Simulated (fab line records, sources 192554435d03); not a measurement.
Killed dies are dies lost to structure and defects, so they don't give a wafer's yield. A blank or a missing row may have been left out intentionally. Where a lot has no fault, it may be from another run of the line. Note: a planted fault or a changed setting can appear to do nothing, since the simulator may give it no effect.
fab line records	flow n5_finfet
record: lots: 11	wafers: 33	last_day: 17
route steps=1938 shown BEOL_M7@1310 BEOL_M8@1334 PASSIVATION@1936
lots that met no fault: taken from a fault-free run of the same line
start_h: hours from the record's first day to the start of the lot's first wafer shown	wait_h: hours from the lot's prior step to this one	" the same as in the row above	L1.1+2: one row covering several wafers at once	- value missing, or start not given	* or withheld: withheld	< > ~ a bound
route shown NAME@n: NAME is a module with steps in the file, n the number in the route of the first one	usual: mean/standard deviation taken from wafers without a fault	same: alike in all rows	chamber/n: place in a boat	sites: the reading at each site	_std_site: standard deviation across them	_edge_site: the outer-site mean with the inner-site mean subtracted	radius_mm: how far each site lies from the wafer's centre	mask NAME#n: copy n	behind: tool/chamber where the wafer was last shaped	hold: reason for holding the lot/hours on hold/outcome of the hold	device: transistor that didn't switch, given as n, p or np	end of line: tests of these same wafers at the route's end	a step with no rows: only its recipe	killed: count of dies lost to structure and defects at first sort (not the wafer's yield)	map: the dies of a wafer, with x for killed, . for not killed, _ for no die there
set.NAME: the setting as run; set.NAME@STEP: as run at that earlier step	model.NAME: the simulator's own value behind a step, which no gauge read
the route's steps for a sample of lots (tables are steps, rows are wafers)
services: from which hour (start_h, from the record's first day; less than 0 if before it) a tool's chamber was out of use, for how many hours, and why
== steps ==
step: N5_BEOL_M7_STRIP_80
recipe: chemistry: N2/H2	time_s: 10	power_w: 450	temp_c: 40	pressure_mtorr: 20	rf_frequency_hz: 6e+07	bias_power_w: 7	n2_flow_sccm: 200	h2_flow_sccm: 200
usual: drypump_motor_current_A: 5.4/0.44	oes_product_au: 0.81/0.099	rf_vpp_V: 59.2/0.82	showerhead_plenum_p_Torr: 2.55/0.095	throttle_valve_pct: 23.5/0.31
lot.wafer	tool	chamber	start_h	wait_h	drypump_motor_current_A	oes_product_au	rf_hours_counter_h	rf_vpp_V	showerhead_plenum_p_Torr	throttle_valve_pct
L384.1	rie_diel-01	3	-	-	5.8	0.69	195	59.4	2.61	23.3
L384.3	"	1	"	"	6.0	0.98	4	60.3	2.47	22.8
L384.6	"	1	"	"	6.0	0.99	-	59.4	2.47	22.8
L386.1	rie_diel-02	2	-	-	5.1	0.72	209	58.4	2.53	23.6
L386.4	"	3	"	"	5.0	0.87	-	58.5	2.48	23.9
L386.6	"	1	"	"	5.6	0.75	-	59.2	2.62	23.4
L389.2	rie_diel-01	3	-	-	5.7	0.69	206	58.7	2.61	23.3
L389.4	"	0	"	"	5.3	0.82	90	59.4	2.67	23.6
L389.6	"	3	"	"	5.7	0.69	-	58.9	2.61	23.3
L388.1	rie_diel-04	2	-	-	4.7	0.89	39	58.4	2.71	23.6
L388.2	"	3	"	"	5.9	0.69	229	59.3	2.39	23.8
L388.5	"	3	"	"	6.0	0.69	-	58.2	2.39	23.8
L391.3	rie_diel-04	1	-	-	5.1	0.98	9	60.0	2.60	23.4
L391.5	"	3	"	"	5.9	0.69	-	58.5	2.39	23.8
L391.6	"	2	"	"	4.7	0.87	-	60.5	2.71	23.6
L392.1	rie_diel-01	2	-	-	5.4	0.70	194	58.9	2.54	24.0
L392.2	"	1	"	"	6.0	0.94	16	58.2	2.47	22.8
L392.5	"	0	"	"	5.3	0.81	-	59.5	2.67	23.6
L393.2	rie_diel-01	0	-	-	5.4	0.81	98	59.9	2.67	23.6
L393.3	"	3	"	"	5.7	0.68	213	59.7	2.61	23.3
L393.4	"	1	"	"	6.0	0.94	19	58.5	2.47	22.8
L394.1	rie_diel-04	0	-	-	5.4	0.89	36	57.6	2.48	23.4
L394.2	"	2	"	"	4.7	0.87	44	59.5	2.71	23.6
L394.3	"	1	"	"	5.1	0.95	15	59.7	2.60	23.4
L405.1	rie_diel-02	3	-	-	5.0	0.81	86	59.1	2.46	23.9
L405.2	"	0	"	"	6.5	0.88	31	60.9	2.59	23.3
L405.6	"	1	"	"	5.6	0.73	-	60.0	2.60	23.5
L407.1	rie_diel-04	3	-	-	5.9	0.95	6	59.5	2.70	23.6
L407.2	"	2	"	"	4.7	0.83	72	60.4	2.69	23.7
L407.5	"	3	"	"	5.9	0.97	-	59.6	2.70	23.6
L406.1	rie_diel-02	0	-	-	6.4	0.87	39	59.5	2.59	23.3
L406.2	"	3	"	"	5.0	0.81	93	58.1	2.46	23.9
L406.5	"	0	"	"	6.5	0.87	-	58.9	2.59	23.3
step: N5_BEOL_M7_ALD_77
recipe: material: TaN	target_thk_a: 20	temp_c: 275	ald_precursor_family: PDMAT	ald_co_reactant: NH3	pressure_torr: 3	carrier_flow_sccm: 1500	pulse_time_s: 2	purge_time_s: 3	co_reactant_purge_time_s: 2	co_reactant_pulse_time_s: 3	ald_cycles: 40	precursor_vessel_temp_c: 75	precursor_vessel_pressure_torr: 26.25	precursor_vessel_carrier_sccm: 1000
usual: heater_power_w: 408/31	mfc_carrier_sccm: 1500/4.8
same: co_reactant_pulse_time_s: 3
lot.wafer	tool	chamber	start_h	wait_h	heater_power_w	mfc_carrier_sccm
L384.1	ald_metal-02	1	186.13	0.0	407	1494
L384.3	"	0	"	"	400	1505
L384.6	"	0	"	"	397	1500
L386.1	ald_metal-03	2	192.12	0.1	470	1496
L386.4	"	1	"	"	432	1501
L386.6	"	1	"	"	433	1503
L389.2	ald_metal-04	1	224.16	0.0	413	1498
L389.4	"	3	"	"	397	1497
L389.6	"	0	"	"	398	1502
L388.1	ald_metal-04	0	227.01	0.0	391	1497
L388.2	"	3	"	"	387	1497
L388.5	"	3	"	"	393	1493
L391.3	ald_metal-02	2	227.87	0.0	394	1503
L391.5	"	0	"	"	414	1503
L391.6	"	3	"	"	370	1502
L392.1	ald_metal-03	0	232.32	0.1	450	1501
L392.2	"	2	"	"	471	1494
L392.5	"	0	"	"	450	1498
L393.2	ald_metal-04	0	244.38	0.3	391	1499
L393.3	"	1	"	"	403	1496
L393.4	"	2	"	"	367	1491
L394.1	ald_metal-04	1	246.44	0.1	425	1506
L394.2	"	2	"	"	375	1495
L394.3	"	0	"	"	402	1497
L405.1	ald_metal-03	3	314.11	0.0	403	1499
L405.2	"	0	"	"	456	1498
L405.6	"	0	"	"	441	1499
L407.1	ald_metal-04	2	334.77	0.0	370	1499
L407.2	"	0	"	"	401	1506
L407.5	"	0	"	"	385	1507
L406.1	ald_metal-02	3	335.51	0.3	353	1502
L406.2	"	2	"	"	397	1493
L406.5	"	0	"	"	410	1496
step: N5_BEOL_M7_ECD_50
recipe: material: Cu	target_thk_a: 3000
lot.wafer	tool	chamber	start_h	wait_h
L384.1+3+6	ecd_cu-01	0,1,0	186.84	0.1
L386.1+4+6	ecd_cu-02	0,0,1	192.95	0.1
L389.2+4+6	ecd_cu-01	1,1,0	224.98	0.1
L388.1+2+5	ecd_cu-02	0,1,0	227.80	0.1
L391.3+5+6	ecd_cu-01	1,1,0	229.06	0.1
L392.1+2+5	ecd_cu-01	1,0,1	233.01	0.1
L393.2+3+4	ecd_cu-02	1,1,0	246.23	0.1
L394.1+2+3	ecd_cu-01	1,0,1	247.08	0.1
L405.1+2+6	ecd_cu-01	0,1,1	315.33	0.1
L407.1+2+5	ecd_cu-02	1,0,1	336.14	0.1
L406.1+2+5	ecd_cu-02	0,1,1	336.74	0.1
step: N5_BEOL_M7_CMP_52
recipe: stop_on: SiCOH_lowk	t_overpolish_s: 6.9	down_force_psi: 1	platen_rpm: 50	clearing_platen_down_force_psi: 1.5	clearing_platen_rpm: 50	post_cmp_clean: cu_alkaline	target_thk_nm: 80	clearing_platen_pad_velocity_m_s: 0.99484	pad_velocity_m_s: 0.99484
usual: edge_zone_pressure_frac: 1.000/0.0053	motor_current_A: 6.1/0.63	time_to_endpoint_s: 63/3.2
lot.wafer	tool	chamber	start_h	wait_h	edge_zone_pressure_frac	motor_current_A	time_to_endpoint_s
L384.1	cmp-01	1	187.27	0.3	0.992	5.6	66
L384.3	"	3	"	"	1.011	7.7	62
L384.6	"	1	"	"	1.003	6.0	66
L386.4	cmp-01	0	193.48	0.2	0.991	5.9	59
L386.1	"	1	"	"	1.010	5.7	67
L386.6	"	3	"	"	0.997	7.4	64
L389.2	cmp-02	2	225.98	0.3	0.996	5.4	64
L389.4	"	3	"	"	1.007	5.7	58
L389.6	"	1	"	"	0.993	6.1	64
L388.2	cmp-01	3	228.23	0.2	1.004	7.3	59
L388.1	"	1	"	"	0.995	5.8	64
L388.5	"	3	"	"	0.998	7.2	64
L391.3	cmp-04	0	229.84	0.3	0.996	6.4	66
L391.6	"	1	"	"	0.995	5.8	66
L391.5	"	2	"	"	0.997	5.5	64
L392.2	cmp-02	3	233.64	0.3	1.003	5.4	46
L392.1	"	0	"	"	1.005	6.4	46
L392.5	"	1	"	"	1.007	6.5	53
L393.2	cmp-02	3	246.62	0.2	1.000	5.7	58
L393.3	"	1	"	"	1.001	6.2	69
L393.4	"	2	"	"	1.000	5.7	64
L394.1	cmp-04	1	247.47	0.3	1.000	6.1	48
L394.2	"	2	"	"	1.000	5.4	50
L394.3	"	0	"	"	0.997	5.9	44
L405.1	cmp-02	2	315.81	0.3	1.002	5.5	66
L405.2	"	3	"	"	0.998	5.8	62
L405.6	"	1	"	"	1.006	6.3	65
L407.1	cmp-01	2	336.67	0.3	1.000	5.4	56
L407.2	"	0	"	"	1.009	6.0	61
L407.5	"	1	"	"	0.991	6.3	68
L406.1	cmp-01	2	337.17	0.3	1.003	5.6	59
L406.2	"	1	"	"	0.994	5.9	61
L406.5	"	2	"	"	1.009	5.4	58
step: N5_BEOL_M8_THK_MEAS_01
recipe: reads: SiCOH_lowk_of_BEOL_M8_ILD_DEP_00
usual: M8_ILD_THK: 154.3/2
lot.wafer	tool	chamber	start_h	wait_h	M8_ILD_THK[nm]
L384.1	film_metro-01	-	188.78	0.8	154.0
L384.3	"	-	"	"	150.6
L384.6	"	-	"	"	156.1
L386.1	film_metro-01	-	194.50	0.4	153.9
L386.4	"	-	"	"	158.6
L386.6	"	-	"	"	154.7
L389.2	film_metro-01	-	226.97	0.4	153.3
L389.4	"	-	"	"	157.3
L389.6	"	-	"	"	154.1
L391.3	film_metro-01	-	230.79	0.3	151.2
L391.5	"	-	"	"	154.8
L391.6	"	-	"	"	152.6
L388.1	film_metro-01	-	232.39	0.4	153.2
L388.2	"	-	"	"	153.4
L388.5	"	-	"	"	155.3
L392.1	film_metro-01	-	234.64	0.4	151.4
L392.2	"	-	"	"	150.8
L392.5	"	-	"	"	152.4
L393.2	film_metro-01	-	248.20	0.7	152.2
L393.3	"	-	"	"	155.0
L393.4	"	-	"	"	158.3
L394.1	film_metro-01	-	248.58	0.4	154.1
L394.2	"	-	"	"	153.4
L394.3	"	-	"	"	151.1
L405.1	film_metro-02	-	316.80	0.4	152.1
L405.2	"	-	"	"	150.9
L405.6	"	-	"	"	155.6
L407.1	film_metro-02	-	337.70	0.4	155.3
L407.2	"	-	"	"	153.2
L407.5	"	-	"	"	157.6
L406.1	film_metro-01	-	338.23	0.4	154.4
L406.2	"	-	"	"	157.2
L406.5	"	-	"	"	157.2
step: N5_PASSIVATION_PROBE_49
usual: defect_limited_yield: 91.3/1.5	killed_at_M0_to_M3: 34/11	killed_at_M4_up: 14/6.1	killed_at_contacts: 12/5.9	killed_at_front_end: 39/11	killed_at_other: 4/3.3	killed_dies: 102/18	killed_open: 67/13	killed_short: 33/7.9	sort_bin_5_function: 5.1/1	sort_bin_6_memory: 3.3/0.7	sort_n_pass: 1077/19	sort_yield_pct: 91.3/1.6
same: gross_dies: 1180	killed_at_back_side: 0	sort_bin_4_leakage[%]: 0	sort_bin_8_speed[%]: 0
lot.wafer	tool	chamber	start_h	wait_h	defect_limited_yield[%]	killed_at_M0_to_M3	killed_at_M4_up	killed_at_contacts	killed_at_front_end	killed_at_other	killed_dies	killed_open	killed_short	sort_bin_5_function[%]	sort_bin_6_memory[%]	sort_n_pass	sort_yield_pct[%]
L384.1	prober-01	-	253.54	0.0	90.3	36	9	16	52	1	114	76	34	5.0	4.1	1066	90.3
L384.3	prober-01	-	253.64	0.1	87.4	49	15	17	64	4	149	95	50	7.6	4.8	1031	87.4
L384.6	prober-01	-	253.79	0.3	90.6	58	13	7	31	2	111	69	42	6.3	2.9	1069	90.6
L386.1	prober-01	-	261.02	0.0	90.0	27	10	17	60	4	118	77	41	5.7	4.0	1062	90.0
L386.4	prober-01	-	261.17	0.2	90.8	36	8	13	46	6	109	66	42	5.0	3.9	1071	90.8
L386.6	prober-01	-	261.27	0.3	92.5	19	18	6	42	4	89	54	28	4.2	2.6	1091	92.5
L389.2	prober-02	-	292.64	0.1	92.7	28	13	18	26	1	86	57	28	4.7	2.4	1094	92.7
L389.4	prober-02	-	292.74	0.2	90.5	34	16	9	52	1	112	77	34	6.0	3.4	1068	90.5
L389.6	prober-02	-	292.84	0.3	94.1	27	7	9	25	2	70	42	25	4.0	1.7	1110	94.1
L391.3	prober-01	-	298.52	0.1	93.3	10	15	9	37	8	79	58	19	3.6	2.9	1101	93.3
L391.5	prober-01	-	298.62	0.2	93.1	17	13	4	41	6	81	54	25	3.8	3.0	1099	93.1
L391.6	prober-01	-	298.67	0.3	89.9	23	26	12	56	2	119	74	43	5.8	4.0	1061	89.9
L392.1	prober-01	-	306.55	0.0	91.0	38	11	12	41	4	106	70	36	5.0	3.8	1074	91.0
L392.2	prober-01	-	306.60	0.1	91.7	21	19	12	40	6	98	71	27	5.2	3.0	1082	91.7
L392.5	prober-01	-	306.75	0.2	89.4	29	24	10	60	2	125	96	29	6.4	4.1	1055	89.4
L388.1	prober-01	-	307.74	0.0	88.0	27	21	24	63	7	142	93	47	6.6	5.1	1038	88.0
L388.2	prober-01	-	307.79	0.1	91.0	38	10	13	40	5	106	59	45	5.3	3.1	1074	91.0
L388.5	prober-01	-	307.94	0.2	92.2	30	18	13	28	3	92	59	29	5.1	2.7	1088	92.2
L394.1	prober-02	-	320.05	0.0	93.1	19	10	8	40	4	81	50	27	3.8	2.6	1099	93.1
L394.2	prober-02	-	320.10	0.1	92.3	19	17	14	40	1	91	67	20	4.3	3.2	1089	92.3
L394.3	prober-02	-	320.15	0.1	91.3	26	28	11	35	3	103	71	32	5.6	3.0	1077	91.3
L393.2	prober-01	-	322.07	0.1	92.1	30	17	11	27	8	93	56	32	4.9	2.7	1087	92.1
L393.3	prober-01	-	322.12	0.1	91.2	44	12	13	33	2	104	66	34	5.5	3.1	1076	91.2
L393.4	prober-01	-	322.17	0.2	91.1	33	11	17	44	0	105	67	37	5.2	3.6	1075	91.1
L405.1	prober-01	-	386.67	0.0	93.9	36	3	6	25	2	72	43	29	3.4	2.6	1108	93.9
L405.2	prober-01	-	386.72	0.1	93.6	32	10	11	20	2	75	53	22	3.8	2.5	1105	93.6
L405.6	prober-01	-	386.92	0.3	89.7	36	5	22	54	4	121	74	43	5.8	4.0	1059	89.7
L407.1	prober-01	-	404.19	0.0	90.3	35	14	13	53	0	115	86	27	6.0	3.7	1065	90.3
L407.2	prober-01	-	404.24	0.1	92.9	30	14	10	28	2	84	55	24	4.4	2.6	1096	92.9
L407.5	prober-01	-	404.39	0.2	90.8	41	5	9	52	1	108	65	41	5.0	3.8	1072	90.8
L406.1	prober-01	-	405.47	0.0	89.2	59	19	10	34	5	127	91	36	7.2	3.3	1053	89.2
L406.2	prober-01	-	405.52	0.1	89.5	39	17	10	56	2	124	81	43	6.4	3.9	1056	89.5
L406.5	prober-01	-	405.67	0.2	90.8	33	12	2	61	1	109	74	35	5.0	4.1	1071	90.8
killed by level:class
L384.1 STI_FIN_REVEAL:geometric_particle:open=18 MOL_CONTACT_COAG:geometric_particle:open=12 FIN_SAQP:geometric_particle:short=9 BEOL_M2:geometric_particle:open=9 BEOL_M3:geometric_particle:open=8 BEOL_M1:geometric_particle:open=6 GATE_CUT:geometric_particle:open=4 GATE_CUT:geometric_particle:short=4
L384.3 STI_FIN_REVEAL:geometric_particle:open=27 FIN_SAQP:geometric_particle:short=13 BEOL_M0_SAQP:geometric_particle:open=12 MOL_CONTACT_COAG:geometric_particle:open=10 BEOL_M1:geometric_particle:open=10 BEOL_M0_SAQP:geometric_particle:short=8 FIN_SAQP:geometric_particle:open=7 MOL_CONTACT_COAG:geometric_particle:short=7
L384.6 BEOL_M0_SAQP:geometric_particle:open=19 BEOL_M0_SAQP:geometric_particle:short=14 STI_FIN_REVEAL:geometric_particle:open=11 BEOL_M4:geometric_particle:open=10 BEOL_M1:geometric_particle:open=10 MOL_CONTACT_COAG:geometric_particle:open=5 BEOL_M1:geometric_particle:short=5 FIN_SAQP:geometric_particle:short=4
L386.1 FIN_SAQP:geometric_particle:open=14 FIN_SAQP:geometric_particle:short=13 STI_FIN_REVEAL:geometric_particle:open=12 MOL_CONTACT_COAG:geometric_particle:open=12 BEOL_M0_SAQP:geometric_particle:open=9 STARTING-WAFER:geometric_particle:short=7 BEOL_M0:geometric_particle:open=6 BEOL_M3:geometric_particle:open=6
L386.4 MOL_CONTACT_COAG:geometric_particle:open=11 FIN_SAQP:geometric_particle:short=10 FIN_SAQP:geometric_particle:open=9 GATE_CUT:geometric_particle:short=8 GATE_CUT:geometric_particle:open=6 BEOL_M0_SAQP:geometric_particle:short=6 BEOL_M0:geometric_particle:open=6 BEOL_M2:geometric_particle:open=6
L386.6 FIN_SAQP:geometric_particle:short=10 FIN_SAQP:geometric_particle:open=10 BEOL_M4:geometric_particle:open=6 HKMG_FIN:area_etch=6 MOL_CONTACT_COAG:geometric_particle:open=5 BEOL_M2:geometric_particle:open=5 BEOL_M7:geometric_particle:open=4 DUMMY_GATE:geometric_particle:open=3
L389.2 MOL_CONTACT_COAG:geometric_particle:open=13 BEOL_M4:geometric_particle:open=7 BEOL_M0_SAQP:geometric_particle:open=7 STI_FIN_REVEAL:geometric_particle:open=6 BEOL_M1:geometric_particle:open=6 MOL_CONTACT_COAG:geometric_particle:short=5 BEOL_M1:geometric_particle:short=5 BEOL_M0:geometric_particle:open=4
L389.4 FIN_SAQP:geometric_particle:open=14 BEOL_M0:geometric_particle:open=10 BEOL_M4:geometric_particle:open=8 BEOL_M0_SAQP:geometric_particle:open=7 FIN_SAQP:geometric_particle:short=6 STI_FIN_REVEAL:geometric_particle:open=6 MOL_CONTACT_COAG:geometric_particle:open=6 BEOL_M0_SAQP:geometric_particle:short=6
L389.6 MOL_CONTACT_COAG:geometric_particle:open=8 BEOL_M0_SAQP:geometric_particle:open=6 BEOL_M1:geometric_particle:open=6 BEOL_M3:geometric_particle:open=5 STARTING-WAFER:geometric_particle:short=4 BEOL_M0_SAQP:geometric_particle:short=4 STI_FIN_REVEAL:geometric_particle:open=3 GATE_CUT:geometric_particle:short=3
L391.3 FIN_SAQP:geometric_particle:open=10 STI_FIN_REVEAL:geometric_particle:open=9 MOL_CONTACT_COAG:geometric_particle:open=8 PASS1_CAP:geometric_particle:open=4 STARTING-WAFER:geometric_particle:open=4 STARTING-WAFER:geometric_particle:short=4 FIN_SAQP:geometric_particle:short=3 BEOL_M1:geometric_particle:open=3
L391.5 FIN_SAQP:geometric_particle:open=14 STI_FIN_REVEAL:geometric_particle:open=11 FIN_SAQP:geometric_particle:short=5 MOL_CONTACT_COAG:geometric_particle:open=4 BEOL_M1:geometric_particle:open=4 BEOL_M3:geometric_particle:open=3 BEOL_M2:geometric_particle:short=3 BEOL_M5:geometric_particle:open=3
L391.6 STI_FIN_REVEAL:geometric_particle:open=14 FIN_SAQP:geometric_particle:open=13 FIN_SAQP:geometric_particle:short=9 BEOL_M4:geometric_particle:short=8 BEOL_M5:geometric_particle:open=8 MOL_CONTACT_COAG:geometric_particle:open=7 BEOL_M1:geometric_particle:open=6 MOL_CONTACT_COAG:geometric_particle:short=5
L392.1 MOL_CONTACT_COAG:geometric_particle:open=11 STI_FIN_REVEAL:geometric_particle:open=8 BEOL_M4:geometric_particle:open=8 FIN_SAQP:geometric_particle:short=7 BEOL_M0_SAQP:geometric_particle:short=7 BEOL_M2:geometric_particle:open=7 GATE_CUT:geometric_particle:short=6 BEOL_M3:geometric_particle:open=6
L392.2 MOL_CONTACT_COAG:geometric_particle:open=10 FIN_SAQP:geometric_particle:open=9 BEOL_M5:geometric_particle:open=9 BEOL_M3:geometric_particle:open=7 STARTING-WAFER:geometric_particle:open=6 STI_FIN_REVEAL:geometric_particle:open=5 FIN_SAQP:geometric_particle:short=3 DUMMY_GATE:geometric_particle:open=3
L392.5 FIN_SAQP:geometric_particle:open=25 BEOL_M4:geometric_particle:open=16 STI_FIN_REVEAL:geometric_particle:open=15 BEOL_M3:geometric_particle:open=13 BEOL_M0_SAQP:geometric_particle:short=8 FIN_SAQP:geometric_particle:short=7 MOL_CONTACT_COAG:geometric_particle:open=6 MOL_CONTACT_COAG:geometric_particle:short=4
L388.1 MOL_CONTACT_COAG:geometric_particle:open=19 STI_FIN_REVEAL:geometric_particle:open=14 GATE_CUT:geometric_particle:open=10 FIN_SAQP:geometric_particle:open=9 GATE_CUT:geometric_particle:short=9 BEOL_M4:geometric_particle:short=9 BEOL_M4:geometric_particle:open=7 BEOL_M1:geometric_particle:open=7
L388.2 FIN_SAQP:geometric_particle:open=14 MOL_CONTACT_COAG:geometric_particle:open=12 BEOL_M3:geometric_particle:short=12 BEOL_M0_SAQP:geometric_particle:open=10 GATE_CUT:geometric_particle:short=8 FIN_SAQP:geometric_particle:short=7 BEOL_M0_SAQP:geometric_particle:short=6 BEOL_M3:geometric_particle:open=3
L388.5 MOL_CONTACT_COAG:geometric_particle:open=11 BEOL_M4:geometric_particle:open=11 BEOL_M0_SAQP:geometric_particle:open=9 BEOL_M3:geometric_particle:open=7 FIN_SAQP:geometric_particle:short=5 STARTING-WAFER:geometric_particle:short=5 FIN_SAQP:geometric_particle:open=4 STI_FIN_REVEAL:geometric_particle:open=4
L394.1 MOL_CONTACT_COAG:geometric_particle:open=8 STI_FIN_REVEAL:geometric_particle:open=7 FIN_SAQP:geometric_particle:short=6 BEOL_M4:geometric_particle:open=6 FIN_SAQP:geometric_particle:open=5 BEOL_M0_SAQP:geometric_particle:short=5 STARTING-WAFER:geometric_particle:open=5 BEOL_M2:geometric_particle:open=4
L394.2 MOL_CONTACT_COAG:geometric_particle:open=12 FIN_SAQP:geometric_particle:open=10 STI_FIN_REVEAL:geometric_particle:open=9 BEOL_M4:geometric_particle:open=6 BEOL_M0_SAQP:geometric_particle:open=5 FIN_SAQP:geometric_particle:short=4 DUMMY_GATE:geometric_particle:open=4 BEOL_M0_SAQP:geometric_particle:short=3
L394.3 BEOL_M4:geometric_particle:open=14 STI_FIN_REVEAL:geometric_particle:open=10 MOL_CONTACT_COAG:geometric_particle:open=9 BEOL_M0_SAQP:geometric_particle:short=6 FIN_SAQP:geometric_particle:open=5 BEOL_M4:geometric_particle:short=5 BEOL_M3:geometric_particle:open=5 FIN_SAQP:geometric_particle:short=4
L393.2 FIN_SAQP:geometric_particle:open=8 MOL_CONTACT_COAG:geometric_particle:open=7 BEOL_M0_SAQP:geometric_particle:open=7 BEOL_M3:geometric_particle:open=7 BEOL_M0_SAQP:geometric_particle:short=6 BEOL_M2:geometric_particle:open=5 PAD_METAL:geometric_particle:short=5 FIN_SAQP:geometric_particle:short=4
L393.3 BEOL_M3:geometric_particle:open=11 BEOL_M0_SAQP:geometric_particle:open=10 MOL_CONTACT_COAG:geometric_particle:open=8 BEOL_M0_SAQP:geometric_particle:short=8 FIN_SAQP:geometric_particle:open=7 FIN_SAQP:geometric_particle:short=7 GATE_CUT:geometric_particle:short=4 MOL_CONTACT_COAG:geometric_particle:short=4
L393.4 MOL_CONTACT_COAG:geometric_particle:open=14 GATE_CUT:geometric_particle:short=11 BEOL_M0_SAQP:geometric_particle:open=9 BEOL_M0_SAQP:geometric_particle:short=8 BEOL_M3:geometric_particle:open=7 STI_FIN_REVEAL:geometric_particle:open=6 GATE_CUT:geometric_particle:open=6 FIN_SAQP:geometric_particle:short=5
L405.1 BEOL_M0_SAQP:geometric_particle:short=10 BEOL_M1:geometric_particle:open=7 BEOL_M0_SAQP:geometric_particle:open=6 STI_FIN_REVEAL:geometric_particle:open=4 MOL_CONTACT_COAG:geometric_particle:open=4 STARTING-WAFER:geometric_particle:open=4 FIN_SAQP:geometric_particle:open=3 FIN_SAQP:geometric_particle:short=3
L405.2 BEOL_M0_SAQP:geometric_particle:short=10 MOL_CONTACT_COAG:geometric_particle:open=9 BEOL_M0_SAQP:geometric_particle:open=7 BEOL_M1:geometric_particle:open=6 DUMMY_GATE:geometric_particle:open=5 FIN_SAQP:geometric_particle:open=4 FIN_SAQP:geometric_particle:short=3 STI_FIN_REVEAL:geometric_particle:open=3
L405.6 FIN_SAQP:geometric_particle:open=16 BEOL_M0_SAQP:geometric_particle:short=16 BEOL_M0_SAQP:geometric_particle:open=15 MOL_CONTACT_COAG:geometric_particle:open=15 STI_FIN_REVEAL:geometric_particle:open=11 GATE_CUT:geometric_particle:short=6 FIN_SAQP:geometric_particle:short=6 DUMMY_GATE:geometric_particle:open=5
L407.1 STI_FIN_REVEAL:geometric_particle:open=21 BEOL_M3:geometric_particle:open=12 MOL_CONTACT_COAG:geometric_particle:open=11 ILD0:geometric_particle:short=8 BEOL_M1:geometric_particle:open=8 BEOL_M2:geometric_particle:open=6 FIN_SAQP:geometric_particle:open=5 BEOL_M0_SAQP:geometric_particle:open=5
L407.2 BEOL_M3:geometric_particle:open=11 STI_FIN_REVEAL:geometric_particle:open=9 MOL_CONTACT_COAG:geometric_particle:open=8 BEOL_M0_SAQP:geometric_particle:open=4 BEOL_M0_SAQP:geometric_particle:short=4 BEOL_M4:geometric_particle:open=4 FIN_SAQP:geometric_particle:open=3 FIN_SAQP:geometric_particle:short=3
L407.5 STI_FIN_REVEAL:geometric_particle:open=14 BEOL_M3:geometric_particle:open=11 FIN_SAQP:geometric_particle:short=8 GATE_CUT:geometric_particle:short=8 BEOL_M0_SAQP:geometric_particle:short=8 BEOL_M0_SAQP:geometric_particle:open=6 FIN_SAQP:geometric_particle:open=5 MOL_CONTACT_COAG:geometric_particle:open=5
L406.1 BEOL_M0_SAQP:geometric_particle:open=15 BEOL_M2:geometric_particle:open=11 BEOL_M4:geometric_particle:open=9 BEOL_M3:geometric_particle:open=9 MOL_CONTACT_COAG:geometric_particle:open=8 BEOL_M0_SAQP:geometric_particle:short=8 BEOL_M1:geometric_particle:open=6 DUMMY_GATE:geometric_particle:open=5
L406.2 BEOL_M0_SAQP:geometric_particle:open=12 BEOL_M4:geometric_particle:open=11 FIN_SAQP:geometric_particle:short=10 BEOL_M0_SAQP:geometric_particle:short=10 FIN_SAQP:geometric_particle:open=9 DUMMY_GATE:geometric_particle:open=9 MOL_CONTACT_COAG:geometric_particle:open=9 STI_FIN_REVEAL:geometric_particle:open=6
L406.5 FIN_SAQP:geometric_particle:open=18 STI_FIN_REVEAL:geometric_particle:open=14 BEOL_M2:geometric_particle:open=9 BEOL_M0_SAQP:geometric_particle:short=6 BEOL_M4:geometric_particle:open=6 FIN_SAQP:geometric_particle:short=5 BEOL_M1:geometric_particle:open=5 STI_FIN_REVEAL:geometric_particle:short=4
== services ==
tool	chamber	start_h	hours	kind
ecd_cu-02	-	166.97	1.8	repair
rie_diel-04	1	178.16	-	clean
rie_diel-01	1	187.31	5.4	repair
cmp-01	-	189.59	0.3	repair
cmp-01	-	193.67	4.0	pm
cmp-01	-	197.67	-	consumable_replace:conditioner
cmp-01	-	197.67	-	consumable_replace:pad
cmp-04	-	206.70	4.0	pm
cmp-02	-	208.01	1.8	repair
ald_metal-04	1	211.16	6.9	repair
cmp-04	-	217.95	6.5	repair
cmp-01	-	218.47	1.5	repair
ald_metal-03	3	219.06	25.0	repair
rie_diel-02	0	227.10	2.8	repair
cmp-01	-	241.90	1.7	repair
cmp-01	-	256.66	12.8	pm
rie_diel-02	1	264.14	12.0	repair
ald_metal-02	3	271.11	12.5	repair
ald_metal-03	3	274.16	3.4	repair
ald_metal-02	2	307.98	22.7	repair
cmp-04	-	308.37	1.9	repair
ecd_cu-01	-	308.70	1.0	repair
cmp-02	-	335.58	3.4	repair
ald_metal-02	2	336.89	12.0	repair
== key ==
first_sign: step: N5_BEOL_M7_CMP_52	reading: time_to_endpoint_s	direction: down	sigmas: 4.6	usual: *	struck: *
effect none on later readings
met_at N5_BEOL_M7_ECD_50
struck_lots L392,L394
not_acting_at N5_BEOL_M7_STRIP_80,N5_BEOL_M7_ALD_77,N5_BEOL_M8_THK_MEAS_01
onset_between 229.06 233.01
fault: kind: process_parameter_drift	tool: ecd_cu-01	chamber: -	onset_h: 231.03	steps: N5_BEOL_M7_ECD_50	channel: target_thk_a	offset: *	shape: step	end_h: 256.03	acts_in: *	stated: *
